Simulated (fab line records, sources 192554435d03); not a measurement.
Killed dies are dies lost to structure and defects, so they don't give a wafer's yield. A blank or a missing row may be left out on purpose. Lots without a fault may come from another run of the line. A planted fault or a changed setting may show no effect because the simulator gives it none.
Chamber matching | flow n5_finfet | N5_GATE_CUT_ETCH_37 on rie_diel-03: 4 sister chambers
The step etches SOC in N2/H2, target depth 60 nm, overetch 12 nm, time 90 s. 30 wafers are shown with their chamber, then 12 later ones without.

WAFERS WITH THEIR CHAMBER
wafer  | chamber | drypump_motor_current_A (A) | throttle_valve_pct (%) | showerhead_plenum_p_Torr (Torr)
L074.1 | 0       | 4.8                         | 17.48                  | 2.50
L074.3 | 3       | 5.5                         | 18.01                  | 2.41
L074.5 | 2       | 5.3                         | 17.98                  | 2.41
L076.1 | 3       | 5.5                         | 18.01                  | 2.40
L076.2 | 0       | 4.7                         | 17.47                  | 2.50
L076.4 | 3       | 5.5                         | 18.01                  | 2.40
L077.2 | 3       | 5.5                         | 18.01                  | 2.40
L077.5 | 3       | 5.5                         | 18.00                  | 2.40
L077.6 | 0       | 4.8                         | 17.50                  | 2.49
L079.1 | 1       | 6.1                         | 18.04                  | 2.63
L079.3 | 2       | 5.3                         | 18.01                  | 2.41
L079.5 | 1       | 6.0                         | 18.02                  | 2.63
L080.1 | 0       | 4.8                         | 17.51                  | 2.49
L080.3 | 1       | 6.0                         | 18.03                  | 2.63
L080.5 | 1       | 6.0                         | 18.02                  | 2.63
L081.2 | 0       | 4.7                         | 17.50                  | 2.49
L081.5 | 1       | 6.0                         | 18.03                  | 2.62
L081.6 | 2       | 5.3                         | 18.03                  | 2.41
L084.2 | 3       | 5.6                         | 17.56                  | 2.72
L084.4 | 0       | 4.8                         | 17.53                  | 2.49
L084.5 | 1       | 6.0                         | 18.04                  | 2.62
L086.2 | 3       | 5.5                         | 17.59                  | 2.72
L086.3 | 1       | 6.1                         | 18.04                  | 2.62
L086.4 | 0       | 4.8                         | 17.54                  | 2.49
L088.1 | 1       | 6.0                         | 18.05                  | 2.62
L088.2 | 3       | 5.5                         | 17.59                  | 2.72
L088.4 | 2       | 5.3                         | 18.05                  | 2.40
L089.2 | 3       | 5.5                         | 17.59                  | 2.72
L089.3 | 2       | 5.3                         | 18.03                  | 2.40
L089.5 | 2       | 5.4                         | 18.02                  | 2.40

SIGNATURES (means of the wafers above)
reading                  | chamber 0 | chamber 1 | chamber 2 | chamber 3 | scatter within a chamber
drypump_motor_current_A  | 4.771     | 6.025     | 5.317     | 5.511     | 0.0423
throttle_valve_pct       | 17.5043   | 18.0338   | 18.0200   | 17.8189   | 0.126
showerhead_plenum_p_Torr | 2.4929    | 2.6250    | 2.4050    | 2.5433    | 0.0931
Rule: a wafer's distance from a chamber is the root of the sum, over the readings, of the square of ((its reading less the chamber's mean) divided by the reading's scatter). The wafer belongs to the nearest chamber; if the next one is less than 2 further off, it can't be placed. The scatter: the root of (the sum of the squares of (reading less its chamber's mean) over the shown wafers, divided by (wafers less chambers)).

WAFERS WITHOUT THEIR CHAMBER
wafer  | drypump_motor_current_A (A) | throttle_valve_pct (%) | showerhead_plenum_p_Torr (Torr)
L090.2 | 4.7                         | 17.53                  | 2.49
L090.3 | 5.3                         | 18.03                  | 2.40
L090.6 | 5.3                         | 18.03                  | 2.40
L092.1 | 5.5                         | 17.59                  | 2.71
L092.2 | 6.0                         | 18.06                  | 2.62
L092.6 | 6.0                         | 18.05                  | 2.62
L094.1 | 5.3                         | 18.07                  | 2.40
L094.2 | 5.5                         | 17.61                  | 2.71
L094.3 | 6.0                         | 18.07                  | 2.61
L096.2 | 4.7                         | 17.56                  | 2.48
L096.3 | 5.5                         | 17.60                  | 2.71
L096.6 | 4.8                         | 17.56                  | 2.48

WHICH CHAMBER EACH WENT THROUGH
wafer  | from the rows above | in truth
L090.2 | 0                   | 0
L090.3 | 2                   | 2
L090.6 | 2                   | 2
L092.1 | 3                   | 3
L092.2 | 1                   | 1
L092.6 | 1                   | 1
L094.1 | 2                   | 2
L094.2 | 3                   | 3
L094.3 | 1                   | 1
L096.2 | 0                   | 0
L096.3 | 3                   | 3
L096.6 | 0                   | 0
Placed correctly: 12 of 12. Can't be placed from these rows: 0. Placed wrongly: 0.
